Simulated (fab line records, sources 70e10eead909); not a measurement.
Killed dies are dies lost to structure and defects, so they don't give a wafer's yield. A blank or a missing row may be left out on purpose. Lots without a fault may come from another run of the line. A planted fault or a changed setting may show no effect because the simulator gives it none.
fab line records | flow nand_harc
record lots=6 wafers=18 last_day=31
route steps=1302 shown A_STAIRCASE@701 END@1302
lots that met no fault: from a run of the same line without faults
start_h: hours from the record's first day to the start of the lot's first wafer shown | wait_h: hours since the lot's step before | " the same as in the row above | L1.1+2: a row that stands for several wafers | - no value, or no start given | * or withheld: withheld | < > ~ a bound
route shown NAME@n: a module of which the file shows steps, and the number in the route of the first | usual: mean/standard deviation of fault-free wafers | same: alike in all rows | chamber/n: place in a boat | sites: the reading at each site | _std_site: their standard deviation | _edge_site: outer sites' mean less inner sites' | radius_mm: how far each site lies from the wafer's centre | mask NAME#n: copy n | behind: the tool/chamber that last shaped the wafer | hold: why the lot was held/for how many hours/how that ended | device: the transistor (n, p or np) that didn't switch | end of line: the same wafers' tests at the end of the route | a step without rows: its recipe alone | killed: dies lost to structure and defects at the first sort, not the wafer's yield | map: a wafer's dies, x killed, . not, _ none there
set.NAME: the setting as run; set.NAME@STEP: as run at that earlier step | model.NAME: the simulator's own value behind a step, which no gauge read
lots at some steps of the route; a table a step, a row a wafer
services: from which hour (start_h, from the record's first day; less than 0 if before it) a tool's chamber was out of use, for how many hours, and why
## steps
# step NHARC_A_STAIRCASE_TRIM_187
# recipe time_s=211.2 o2_flow_sccm=500 ar_flow_sccm=0 bias_w=0 chemistry=O2
# step NHARC_A_STAIRCASE_ETCH_188
# recipe target_depth_a=1000 time_s=40.5 ion_energy_ev=400 c4f8_flow_sccm=20 o2_flow_sccm=10 ar_flow_sccm=withheld rf_w=600 bias_w=1000 chemistry=C4F8/O2
# step NHARC_A_STAIRCASE_TRIM_189
# recipe time_s=211.2 o2_flow_sccm=500 ar_flow_sccm=0 bias_w=0 chemistry=O2
# step NHARC_A_STAIRCASE_ETCH_190
# recipe target_depth_a=1000 time_s=40.5 ion_energy_ev=400 c4f8_flow_sccm=20 o2_flow_sccm=10 ar_flow_sccm=withheld rf_w=600 bias_w=1000 chemistry=C4F8/O2
# usual oes_product_au=0.944/0.01 rf_vpp_V=895/6.2 run_length_s=61.8/0.36
# columns lot.wafer tool chamber start_h wait_h oes_product_au rf_hours_counter_h rf_vpp_V run_length_s
L511.3 rie_diel-05 1 - - 0.937 39 893 62.6
L511.6 " 0 " " 0.948 - 899 61.7
L511.5 " 1 " " 0.928 - 893 62.1
L516.1 rie_diel-04 1 - - 0.944 18 905 61.3
L516.4 " 2 " " 0.940 20 896 62.4
L516.6 " 2 " " 0.929 - 896 61.5
L524.4 rie_diel-04 2 - - 0.941 43 896 61.9
L524.1 " 3 " " 0.950 43 895 62.0
L524.2 " 0 " " 0.950 45 890 62.4
L526.3 rie_diel-11 0 - - 0.935 22 894 62.5
L526.1 " 1 " " 0.927 23 899 61.9
L526.6 " 2 " " 0.953 - 887 61.5
L525.1 rie_diel-05 0 - - 0.949 42 899 61.1
L525.2 " 2 " " 0.951 24 889 61.8
L525.5 " 3 " " 0.946 - 906 61.6
L530.4 rie_diel-05 0 - - 0.963 52 900 61.2
L530.6 " 2 " " 0.958 - 888 61.6
L530.5 " 3 " " 0.948 - 905 61.5
# step NHARC_A_STAIRCASE_TRIM_191
# recipe time_s=211.2 o2_flow_sccm=500 ar_flow_sccm=0 bias_w=0 chemistry=O2
# step NHARC_A_STAIRCASE_ETCH_192
# recipe target_depth_a=1000 time_s=40.5 ion_energy_ev=400 c4f8_flow_sccm=20 o2_flow_sccm=10 ar_flow_sccm=withheld rf_w=600 bias_w=1000 chemistry=C4F8/O2
# usual oes_product_au=0.942/0.011 rf_vpp_V=895/6.2 run_length_s=61.8/0.37
# columns lot.wafer tool chamber start_h wait_h oes_product_au rf_hours_counter_h rf_vpp_V run_length_s
L511.3 rie_diel-05 2 - - 0.936 37 889 61.9
L511.5 " 3 " " 0.938 - 888 61.7
L511.6 " 0 " " 0.943 - 900 61.0
L516.4 rie_diel-04 1 - - 0.954 18 904 61.6
L516.1 " 2 " " 0.933 20 896 61.6
L516.6 " 1 " " 0.952 - 905 61.1
L524.4 rie_diel-04 1 - - 0.948 45 903 61.1
L524.1 " 3 " " 0.958 43 894 61.9
L524.2 " 0 " " 0.943 45 890 62.4
L526.3 rie_diel-11 1 - - 0.933 23 900 61.7
L526.1 " 2 " " 0.955 21 887 61.5
L526.6 " 0 " " 0.930 - 894 61.8
L525.1 rie_diel-05 1 - - 0.937 39 892 61.9
L525.2 " 2 " " 0.947 24 888 61.6
L525.5 " 0 " " 0.946 - 900 61.4
L530.4 rie_diel-05 2 - - 0.955 33 892 61.5
L530.5 " 1 " " 0.936 - 892 62.6
L530.6 " 2 " " 0.952 - 890 61.9
# step NHARC_A_STAIRCASE_TRIM_193
# recipe time_s=211.2 o2_flow_sccm=500 ar_flow_sccm=0 bias_w=0 chemistry=O2
# usual drypump_motor_current_A=5.8/0.55 oes_product_au=1.000/0.0096 rf_vpp_V=57.8/0.89 showerhead_plenum_p_Torr=3.51/0.17 throttle_valve_pct=17.037/0.009
# columns lot.wafer tool chamber start_h wait_h drypump_motor_current_A oes_product_au rf_hours_counter_h rf_vpp_V showerhead_plenum_p_Torr throttle_valve_pct
L511.3 rie_diel-05 2 - - 6.3 0.980 37 58.4 3.37 17.040
L511.5 " 0 " " 5.5 0.998 - 58.6 3.66 17.045
L511.6 " 1 " " 6.7 0.987 - 56.6 3.44 17.032
L516.1 rie_diel-04 3 - - 6.3 0.986 22 57.3 3.50 17.049
L516.4 " 1 " " 5.4 1.000 18 58.7 3.77 17.039
L516.6 " 3 " " 6.2 0.991 - 57.1 3.50 17.050
L524.4 rie_diel-04 0 - - 5.2 1.002 45 57.2 3.33 17.049
L524.1 " 2 " " 5.7 0.998 43 57.2 3.52 17.034
L524.2 " 3 " " 6.2 1.003 43 58.0 3.49 17.024
L526.1 rie_diel-11 2 - - 5.6 1.023 21 57.3 3.28 17.052
L526.3 " 3 " " 5.8 1.006 20 58.6 3.80 17.048
L526.6 " 1 " " 5.8 1.001 - 57.5 3.63 17.038
L525.1 rie_diel-05 3 - - 5.0 1.000 37 59.0 3.79 17.042
L525.2 " 0 " " 5.5 1.004 42 58.2 3.63 17.034
L525.5 " 1 " " 6.6 0.997 - 57.4 3.41 17.029
L530.4 rie_diel-05 1 - - 6.7 0.999 48 57.0 3.40 17.044
L530.5 " 0 " " 5.5 1.014 - 57.8 3.62 17.019
L530.6 " 1 " " 6.7 0.990 - 56.7 3.40 17.032
# step NHARC_A_STAIRCASE_ETCH_194
# recipe target_depth_a=1000 time_s=40.5 ion_energy_ev=400 c4f8_flow_sccm=20 o2_flow_sccm=10 ar_flow_sccm=withheld rf_w=600 bias_w=1000 chemistry=C4F8/O2
# usual oes_product_au=0.947/0.017 rf_vpp_V=895/6.2 run_length_s=61.8/0.33
# columns lot.wafer tool chamber start_h wait_h oes_product_au rf_hours_counter_h rf_vpp_V run_length_s
L511.3 rie_diel-05 2 - - 0.929 37 889 61.6
L511.5 " 1 " " 0.927 - 894 62.2
L511.6 " 2 " " 0.924 - 891 61.6
L516.4 rie_diel-04 0 - - 0.950 19 889 62.1
L516.1 " 2 " " 0.919 20 896 61.8
L516.6 " 1 " " 0.946 - 905 61.0
L524.1 rie_diel-04 3 - - 0.962 43 895 62.0
L524.2 " 0 " " 0.949 45 888 62.0
L524.4 " 1 " " 0.943 45 903 61.3
L526.1 rie_diel-11 0 - - 0.936 22 894 62.3
L526.3 " 1 " " 0.936 23 900 61.7
L526.6 " 3 " " 0.955 - 904 61.7
L525.1 rie_diel-05 2 - - 0.945 24 890 61.7
L525.2 " 3 " " 0.962 37 905 61.6
L525.5 " 1 " " 0.927 - 892 62.2
L530.4 rie_diel-05 3 - - 0.945 47 905 61.6
L530.6 " 1 " " 0.930 - 890 61.9
L530.5 " 2 " " 0.952 - 890 62.1
# step NHARC_A_STAIRCASE_TRIM_196
# recipe time_s=211.2 o2_flow_sccm=500 ar_flow_sccm=0 bias_w=0 chemistry=O2
# step NHARC_A_STAIRCASE_ETCH_197
# recipe target_depth_a=1000 time_s=40.5 ion_energy_ev=400 c4f8_flow_sccm=20 o2_flow_sccm=10 ar_flow_sccm=withheld rf_w=600 bias_w=1000 chemistry=C4F8/O2
# step NHARC_A_STAIRCASE_TRIM_198
# recipe time_s=211.2 o2_flow_sccm=500 ar_flow_sccm=0 bias_w=0 chemistry=O2
# usual drypump_motor_current_A=5.8/0.58 oes_product_au=0.999/0.0098 rf_vpp_V=57.8/0.92 showerhead_plenum_p_Torr=3.51/0.17 throttle_valve_pct=17.037/0.0096
# columns lot.wafer tool chamber start_h wait_h drypump_motor_current_A oes_product_au rf_hours_counter_h rf_vpp_V showerhead_plenum_p_Torr throttle_valve_pct
L511.3 rie_diel-05 1 - - 6.7 0.993 39 58.3 3.44 17.049
L511.6 " 1 " " 6.7 0.994 - 57.4 3.44 17.041
L511.5 " 2 " " 6.3 0.991 - 58.2 3.37 17.042
L516.1 rie_diel-05 1 - - 6.7 0.992 1 57.5 3.43 17.032
L516.4 " 0 " " 5.5 1.007 1 57.4 3.65 17.031
L516.6 " 1 " " 6.6 0.998 - 56.5 3.43 17.033
L524.1 rie_diel-05 0 - - 5.5 0.999 33 58.2 3.63 17.038
L524.4 " 1 " " 6.7 0.980 30 58.2 3.41 17.030
L524.2 " 2 " " 6.3 0.995 17 56.7 3.35 17.029
L526.1 rie_diel-11 2 - - 5.6 1.001 21 56.5 3.28 17.031
L526.3 " 3 " " 5.8 1.004 20 58.4 3.80 17.028
L526.6 " 3 " " 5.8 1.008 - 59.1 3.80 17.039
L525.1 rie_diel-05 0 - - 5.5 0.995 43 58.1 3.63 17.047
L525.2 " 2 " " 6.3 1.005 24 56.8 3.35 17.030
L525.5 " 0 " " 5.5 0.991 - 58.9 3.63 17.032
L530.4 rie_diel-11 0 - - 6.5 1.004 37 56.8 3.46 17.053
L530.5 " 0 " " 6.5 1.013 - 57.5 3.46 17.032
L530.6 " 1 " " 5.8 0.996 - 59.0 3.62 17.042
# step NHARC_A_STAIRCASE_ETCH_199
# recipe target_depth_a=1000 time_s=40.5 ion_energy_ev=400 c4f8_flow_sccm=20 o2_flow_sccm=10 ar_flow_sccm=withheld rf_w=600 bias_w=1000 chemistry=C4F8/O2
# usual oes_product_au=0.948/0.012 rf_vpp_V=896/6.2 run_length_s=61.8/0.39
# columns lot.wafer tool chamber start_h wait_h oes_product_au rf_hours_counter_h rf_vpp_V run_length_s
L511.3 rie_diel-05 0 366.80 - 0.930 42 898 61.7
L511.6 " 0 " " 0.937 - 901 61.2
L511.5 " 1 " " 0.944 - 893 62.1
L516.1 rie_diel-05 1 419.51 - 0.949 1 891 62.2
L516.4 " 3 " " 0.963 1 907 61.5
L516.6 " 0 " " 0.963 - 899 61.0
L524.2 rie_diel-05 3 496.88 - 0.958 30 905 51.2
L524.1 " 0 " " 0.956 33 899 50.7
L524.4 " 1 " " 0.957 30 892 51.6
L526.3 rie_diel-11 0 517.87 - 0.941 22 894 62.3
L526.1 " 2 " " 0.956 22 886 61.9
L526.6 " 1 " " 0.936 - 901 61.8
L525.2 rie_diel-05 2 521.58 - 0.941 24 888 51.0
L525.1 " 3 " " 0.933 37 905 50.8
L525.5 " 1 " " 0.929 - 890 51.4
L530.4 rie_diel-11 0 553.17 - 0.953 37 893 62.8
L530.5 " 3 " " 0.956 - 907 61.9
L530.6 " 0 " " 0.954 - 894 62.0
# step NHARC_A_STAIRCASE_TRIM_200
# recipe time_s=211.2 o2_flow_sccm=500 ar_flow_sccm=0 bias_w=0 chemistry=O2
# step NHARC_END_SORT_01
# recipe temp_c=25
# usual killed_at_array=64/16 killed_at_other=1.0/1.1 killed_at_periphery=3.5/2.3 killed_dies=69/17 killed_open=3.2/1.6 killed_short=2.4/1.6
# same gross_dies=677
# columns lot.wafer tool chamber start_h wait_h killed_at_array killed_at_other killed_at_periphery killed_dies killed_open killed_short
L524.1 prober-02 0 707.01 2.5 564 0 9 573 1 2
L524.2 prober-02 0 707.80 2.8 583 0 8 591 4 0
L524.4 prober-02 0 709.39 3.4 579 2 5 586 1 2
L525.1 prober-01 0 724.33 2.5 611 1 4 616 4 5
L525.2 prober-01 0 725.14 2.8 575 0 6 581 3 3
L525.5 prober-01 0 727.57 3.7 553 1 3 557 2 0
# killed by level:class
L524.1 A_STAIRCASE:area_etch=530 A_CHANNEL_HOLE_D2:chamber_film_flake=22 P_BONDPAD:chamber_film_flake=5 A_CHANNEL_HOLE_D1:chamber_film_flake=5 P_M0:chamber_film_flake=4 A_CHANNEL_FILL_D1:chamber_film_flake=2 A_STAIRCASE:chamber_film_flake=2 A_ONON_D2:geometric_particle:short=1
L524.2 A_STAIRCASE:area_etch=545 A_CHANNEL_HOLE_D2:chamber_film_flake=20 A_CHANNEL_HOLE_D1:chamber_film_flake=7 A_SLIT:chamber_film_flake=6 P_BONDPAD:chamber_film_flake=5 A_WL_FILL:geometric_particle:open=2 P_M0:chamber_film_flake=2 A_DECK1_JOINT:geometric_particle:open=1
L524.4 A_STAIRCASE:area_etch=532 A_CHANNEL_HOLE_D2:chamber_film_flake=26 A_CHANNEL_HOLE_D1:chamber_film_flake=12 A_SLIT:chamber_film_flake=4 P_M0:chamber_film_flake=3 THIN_TSV:chamber_film_flake=2 A_ONON_D1:geometric_particle:short=1 A_ONON_D2:geometric_particle:short=1
L525.1 A_STAIRCASE:area_etch=556 A_CHANNEL_HOLE_D2:chamber_film_flake=23 A_CHANNEL_HOLE_D1:chamber_film_flake=12 A_CONTACT:chamber_film_flake=4 A_CHANNEL_HOLE_D2:geometric_particle:open=2 P_GATE:chamber_film_flake=2 A_STAIRCASE:chamber_film_flake=2 A_SLIT:chamber_film_flake=2
L525.2 A_STAIRCASE:area_etch=528 A_CHANNEL_HOLE_D2:chamber_film_flake=16 A_CHANNEL_HOLE_D1:chamber_film_flake=10 A_CONTACT:chamber_film_flake=7 A_SLIT:chamber_film_flake=4 P_GATE:chamber_film_flake=3 A_CHANNEL_FILL_D2:chamber_film_flake=2 A_CHANNEL_FILL_D1:chamber_film_flake=2
L525.5 A_STAIRCASE:area_etch=500 A_CHANNEL_HOLE_D2:chamber_film_flake=26 A_CHANNEL_HOLE_D1:chamber_film_flake=13 A_STAIRCASE:chamber_film_flake=2 A_SLIT:chamber_film_flake=2 A_CONTACT:chamber_film_flake=2 A_BLC:chamber_film_flake=2 A_BONDPAD:chamber_film_flake=2
# map L524.2 (x killed, . not)
____________x____________
_________xxxxxx._________
_______xx..xx.x..x_______
______.xxxx.xxxxxxx______
_____xx..xxxxxxxxx.._____
____xxx..xxxxxx.xx...____
____xxx.xx.xx..xxxxxx____
___xxxxxxxxxxx.xxxxxxx___
___xxx.xxxxxxxxxxxx.xx___
__xxxx.xxxxxxxx.x.xxxx.__
__xxxx.x.xxxxx..x.xxxx.__
_xxxxxxxxxxxxx.x...xxx.x_
_xxxxxxxxxxxxxxxxxxxx.xx_
_.xxxxxxxxxx.xx.xxxx.xxx_
_xxxxxxxxxx.xxx..xxxxxxx_
_xxxx.xxxxxxxxxxxxxxx..x_
.xxxxxxxx.xxxxxxxxxxxxxxx
x.xxxxxxxxxxxxxxxxxxxxxxx
xxx.xxxxxxx.xxxxx....xxxx
xxxxxxxxxxxxxxxxx.xxx.x..
xxxxxxxxxxxxxxxxxxxxxxxxx
_x.xxxxxxxxxxxxxxxxxxxxx_
_xxxxxxxxxxxxxxxxxxxxxx._
_xxxxxxxxxxxxxxxxxxx.xxx_
_xxxx..xxxxxxxxxxxxxxxxx_
_xx..xxxxxxxxxxxxxxxxx.x_
__xxxxxx.xxxxxxxxxxxxxx__
__xxxxxxxxxxxxxxxxxxxxx__
___xxxxxxxxxxxxxxxxxxx___
___xxx..xxxxxxxxxxx.xx___
____xxxx.xxxxxxxxxx.x____
____xx.xxxxxxxxxxx.x.____
_____xxxxxxxxxxxxx.x_____
______xxx.xxxxxxxxx______
_______xxxxx.xx..x_______
_________xxxxxxx_________
____________x____________
# map L525.1 (x killed, . not)
____________.____________
_________x.xxxx._________
_______xx..xxxx.xx_______
______x.xx.xxxxxx.x______
_____xxxxxxxxxx.xxxx_____
____xxxxxxxxx.xxxx.xx____
____xxxxxxx.xxxxxx.xx____
___xxxxxxxxxxxxxx.xxx.___
___xxx.xxxxxxxxxxx.xxx___
__xxxxxxxxxxxxxxxxxxxxx__
__xxxxxxxxx.xxxxxxxxxxx__
_xxxxxxxxxxxxxxxxxxxxxx._
_xxxxxxxxxxxxxxxxxxxxxx._
_xxxxxxxxxxxxx.xxxxxxxxx_
_xxxxxxx.xxxxxxxxxxxxxxx_
_xxxxxxxxxxxxxxxxxxxxxx._
x.xxxxxxxxxxxxxxxxxxxxxxx
xxxxxxxxxxxxxxxx.xxxxxx..
xx.xxxxxxxxxxxxxxxxxx.xx.
xxxxxxxxxxxxxxxxxxx.x..xx
xxxxxxxxxxxxxxxxxxxxxx.x.
_xxxxxxxxxxx.xxxxxxxx..._
_xxxxxxxxxxxxxxxxxx.xxxx_
_xxxxxxxxxxxxxxxxxxxxxxx_
_xxxxxxxxxxxxxxxxxxxxxx._
_xxxxxxxxxxxxxxxxxxxxxxx_
__xxxxxxxxxxxxxx.x.x.x.__
__xxxxxxxxxxxxxxxxxx.xx__
___xxxxxxxxxxxxxxxxxxx___
___xxxxxxxxxxxxxxxx.xx___
____.xxxxxxxxxxxxxxxx____
____xxx.xxxx.xxxxxx.x____
_____xxxxxxx.xxx..xx_____
______xx..xxx..xxxx______
_______xxxxxxxxx.x_______
_________.xxxxxx_________
____________x____________
## services
# columns tool chamber start_h hours kind
rie_diel-04 - 354.97 9.0 pm
rie_diel-05 0 361.44 - clean
rie_diel-05 1 361.44 - clean
rie_diel-05 2 361.44 - clean
rie_diel-05 3 361.44 - clean
rie_diel-04 - 365.64 0.3 repair
rie_diel-05 0 386.85 20.6 repair
rie_diel-05 1 388.29 - clean
rie_diel-05 2 388.29 - clean
rie_diel-05 3 388.29 - clean
rie_diel-05 - 406.65 9.0 pm
rie_diel-05 1 406.65 9.0 vent_cycle
rie_diel-05 2 406.65 9.0 vent_cycle
rie_diel-05 3 406.65 9.0 vent_cycle
rie_diel-05 0 415.65 - clean
rie_diel-05 1 415.65 - clean
rie_diel-05 1 415.65 - consumable_replace:focus_ring
rie_diel-05 2 415.65 - clean
rie_diel-05 2 415.65 - consumable_replace:focus_ring
rie_diel-05 3 415.65 - clean
rie_diel-11 - 432.64 9.0 pm
rie_diel-05 2 452.12 16.0 repair
rie_diel-04 0 518.99 65.0 repair
rie_diel-04 - 533.58 9.0 pm
## key
first_sign step=NHARC_A_STAIRCASE_ETCH_199 reading=run_length_s direction=down sigmas=27 usual=* struck=*
effect step=NHARC_END_SORT_01 reading=killed_at_array direction=up sigmas=31 usual=64 struck=578
more_kills_born_at NHARC_A_STAIRCASE_ETCH_199@rie_diel-05=3191
met_at NHARC_A_STAIRCASE_ETCH_199
struck_wafers L524.1,L524.2,L524.4,L525.1,L525.2,L525.5
later_rows_left_out L524.1,L524.2,L524.4,L525.1,L525.2,L525.5
tester_left_out L524,L525
onset_between 419.51 496.88
fault kind=process_parameter_drift tool=rie_diel-05 chamber=- onset_h=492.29 steps=NHARC_A_STAIRCASE_ETCH_199 channel=time_s offset=* shape=step end_h=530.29 acts_in=* stated=*
# tester_left_out: of these lots the tester's yield and bins aren't shown, on N5 and GAA mostly nor the transistor test; their killed dies are dies lost to structure and defects alone, not to doping, threshold or leakage, so they don't give the yield
# later_rows_left_out: the simulator's readings of these wafers behind a module that went badly wrong aren't trusted and aren't shown, but for the sort
